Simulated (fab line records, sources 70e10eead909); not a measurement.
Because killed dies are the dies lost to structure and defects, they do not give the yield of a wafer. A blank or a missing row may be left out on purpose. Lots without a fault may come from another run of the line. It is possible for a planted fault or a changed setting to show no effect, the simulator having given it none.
Chamber matching / flow nand_harc / cmp-02 running NHARC_A_SGD_CUT_CMP_21: 4 sister chambers
The step polishes, target thk 148.19 nm. 14 wafers are shown with their chamber, then 7 later ones without.

WAFERS WITH THEIR CHAMBER
wafer=L076.2; chamber=2; motor_current_A (A)=10.9; time_to_endpoint_s (s)=56
wafer=L076.3; chamber=1; motor_current_A (A)=12.8; time_to_endpoint_s (s)=53
wafer=L076.6; chamber=2; motor_current_A (A)=9.8; time_to_endpoint_s (s)=55
wafer=L080.1; chamber=3; motor_current_A (A)=12.4; time_to_endpoint_s (s)=53
wafer=L080.4; chamber=1; motor_current_A (A)=12.2; time_to_endpoint_s (s)=49
wafer=L080.5; chamber=2; motor_current_A (A)=10.7; time_to_endpoint_s (s)=49
wafer=L084.3; chamber=1; motor_current_A (A)=12.0; time_to_endpoint_s (s)=48
wafer=L084.4; chamber=0; motor_current_A (A)=11.2; time_to_endpoint_s (s)=49
wafer=L084.5; chamber=0; motor_current_A (A)=10.9; time_to_endpoint_s (s)=50
wafer=L083.4; chamber=1; motor_current_A (A)=12.6; time_to_endpoint_s (s)=55
wafer=L083.5; chamber=2; motor_current_A (A)=10.9; time_to_endpoint_s (s)=52
wafer=L083.6; chamber=1; motor_current_A (A)=12.3; time_to_endpoint_s (s)=54
wafer=L088.1; chamber=2; motor_current_A (A)=11.3; time_to_endpoint_s (s)=54
wafer=L088.2; chamber=3; motor_current_A (A)=11.5; time_to_endpoint_s (s)=58

SIGNATURES (means of the wafers above)
reading=motor_current_A; chamber 0=11.050; chamber 1=12.380; chamber 2=10.720; chamber 3=11.950; scatter within a chamber=0.459
reading=time_to_endpoint_s; chamber 0=49.50; chamber 1=51.80; chamber 2=53.20; chamber 3=55.50; scatter within a chamber=2.87
Rule: a wafer lies at a distance from a chamber equal to the root of the sum of squares, over the readings, of (its reading less the chamber's mean, divided by the reading's scatter). If the next closest chamber is less than 2 further off than the closest, the wafer can't be placed; otherwise it belongs to the closest. How the scatter is found: for the shown wafers, subtract from each reading the mean of its chamber, square and add these, divide the total by (wafers less chambers), then take the root.

WAFERS WITHOUT THEIR CHAMBER
wafer=L088.4; motor_current_A (A)=11.3; time_to_endpoint_s (s)=51
wafer=L091.2; motor_current_A (A)=11.2; time_to_endpoint_s (s)=51
wafer=L091.4; motor_current_A (A)=11.3; time_to_endpoint_s (s)=47
wafer=L091.5; motor_current_A (A)=10.5; time_to_endpoint_s (s)=51
wafer=L097.1; motor_current_A (A)=12.1; time_to_endpoint_s (s)=43
wafer=L097.4; motor_current_A (A)=10.4; time_to_endpoint_s (s)=48
wafer=L097.5; motor_current_A (A)=10.8; time_to_endpoint_s (s)=46

THE CHAMBER EACH PASSED THROUGH
wafer=L088.4; from the rows above=can't be placed: 0 or 2 or 3 or 1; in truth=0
wafer=L091.2; from the rows above=can't be placed: 0 or 2 or 3 or 1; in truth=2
wafer=L091.4; from the rows above=can't be placed: 0 or 2 or 1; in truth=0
wafer=L091.5; from the rows above=can't be placed: 2 or 0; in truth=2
wafer=L097.1; from the rows above=can't be placed: 1 or 0 or 3 or 2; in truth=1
wafer=L097.4; from the rows above=can't be placed: 0 or 2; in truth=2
wafer=L097.5; from the rows above=can't be placed: 0 or 2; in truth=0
0 of 7 placed correctly. Not placeable from these rows: 7 (in 7, the candidates include the true chamber). Placed wrongly: 0.
